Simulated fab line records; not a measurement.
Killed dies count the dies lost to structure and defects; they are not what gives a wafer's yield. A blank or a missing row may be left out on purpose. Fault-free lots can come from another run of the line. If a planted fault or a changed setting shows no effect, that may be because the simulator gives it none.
Struck lot and sound lot, side by side -- flow nand-harc -- 15 steps out of a route of 1302
Sound: the wafers L595.1, L595.3, L595.6. Struck: wafer L601.4. (L601.1 of the same lot was not struck and is left out.) The cause comes at the end.
Order at every step that has rows: each side's tool, ch and its chambers, its first start. Under that, the readings that differ: sound wafers -- struck wafers -- difference of the means -- sigmas: that difference in standard deviations of wafers without a fault.
alike: words and numbers the same on both sides, and readings whose means are apart by under 2 such deviations; not compared: readings that were withheld, readings missing a value for some wafer, numbers with overlapping values and no deviation given by the record, and bounds like >300 which may hide the same value.
A row with sigmas, a row that says differs or no value, or rows on one side alone: a step with any of these is where the two part. Non-overlapping numbers with no deviation appear without sigmas and do not part them. A reading that every wafer of one side lacks parts them only if that side has two wafers or more.

first, 5 steps without rows for these wafers: NHARC_A_CONTACT_SOFTBAKE_37 (time 55 s); NHARC_A_CONTACT_EBR_38; NHARC_A_CONTACT_EXPOSE_39 (exposes mask A CC 3); NHARC_A_CONTACT_PEB_40 (peb time 65 s); NHARC_A_CONTACT_DEVELOP_41 (develop time 35 s).
NHARC_A_CONTACT_CD_MEAS_42: the cd target is 300 nm.
  sound on cd-sem-03 ch 0, day 21 20:56; struck on cd-sem-02 ch 0, day 24 12:32
  alike: cd-nm
NHARC_A_CONTACT_OVL_MEAS_43:
  struck on overlay-02, day 24 12:37; sound on overlay-01, day 21 21:01
  alike: overlay-x-nm, overlay-y-nm
NHARC_A_CONTACT_INSPECT_44:
  struck on defect-inspect-02, day 24 12:40; sound on defect-inspect-01, day 21 21:03
reading,sound,struck,difference,sigmas
raw-defect-count,143 136 161,62,-85,-2
NHARC_A_CONTACT_DESCUM_47: chemistry O2, time 3 s.
  sound on rie-diel-06 ch 1,2, day 21 21:07; struck on rie-diel-04 ch 3, day 24 12:44
reading,sound,struck,difference,sigmas
oes-product-au (a.u.),0.995 1.003 1.003,0.974,-0.026,-2
  alike: drypump-motor-current-A, rf-vpp-V, showerhead-plenum-p-Torr, throttle-valve-pct
  not compared: rf-hours-counter-h
NHARC_A_CONTACT_ETCH_48: etches the open film in CF4, target depth 39 nm, time 65 s.
  sound on rie-diel-06 ch 1,2, day 21 21:12; struck on rie-diel-04 ch 3, day 24 12:49
  alike: bias-w, cf4-flow-sccm, drypump-motor-current-A, oes-product-au, rf-vpp-V, run-length-s, showerhead-plenum-p-Torr, throttle-valve-pct
  not compared: rf-hours-counter-h
NHARC_A_CONTACT_ETCH_49: etches the open film in N2/H2, target depth 260 nm, time 475.3 s.
  sound on rie-diel-06 ch 1,2,3; struck on rie-diel-04 ch 1
  alike: bias-w, drypump-motor-current-A, h2-flow-sccm, oes-product-au, rf-vpp-V, run-length-s, showerhead-plenum-p-Torr, throttle-valve-pct
  not compared: rf-hours-counter-h
NHARC_A_CONTACT_ETCH_50: etches the open film in CF4/CHF3, target depth 121 nm, time 60.5 s.
  sound on rie-diel-06 ch 0,2,3; struck on rie-diel-04 ch 2
reading,sound,struck,difference,sigmas
showerhead-plenum-p-Torr (Torr),1.55 1.70 1.63,1.47,-0.16,-2
  alike: bias-w, cf4-flow-sccm, drypump-motor-current-A, oes-product-au, rf-vpp-V, run-length-s, throttle-valve-pct
  not compared: rf-hours-counter-h
NHARC_A_CONTACT_ETCH_51: etches the open film in O2/COS, target depth 7000 nm, time 1820 s.
  sound on rie-diel-06 ch 0,2,3, day 21 21:59; struck on rie-diel-04 ch 1, day 24 13:35
reading,sound,struck,difference,sigmas
run-length-s (s),1841.6 1841.4 1840.6,1310.3,-530.9,-99 or more
  alike: drypump-motor-current-A, oes-product-au, rf-vpp-V, showerhead-plenum-p-Torr, throttle-valve-pct
  not compared: bias-w, rf-hours-counter-h
NHARC_A_CONTACT_ETCH_111: etches the open film in C4F8/O2/Ar, time 140 s, target depth 700 nm.
  sound on har-cap-etch-02 ch 0,1, day 21 22:58; struck on har-cap-etch-03 ch 1, day 24 14:32
  alike: run-length-s
  not compared: rf-hours-counter-h
-- break in the record here, with 3 days between the starts of the struck wafers on either side (left off in module A_CONTACT, picked up again in module END, where the first step shown is number 1302 on the route) --
NHARC_END_SORT_01:
  the record has rows for the struck wafers here (prober-02 ch 0, day 27 14:46) and none for the sound ones

== WHERE THEY PART ==
Last at NHARC_END_SORT_01 as far as this record goes, first at NHARC_A_CONTACT_INSPECT_44.

WHY: the cause the simulator had injected
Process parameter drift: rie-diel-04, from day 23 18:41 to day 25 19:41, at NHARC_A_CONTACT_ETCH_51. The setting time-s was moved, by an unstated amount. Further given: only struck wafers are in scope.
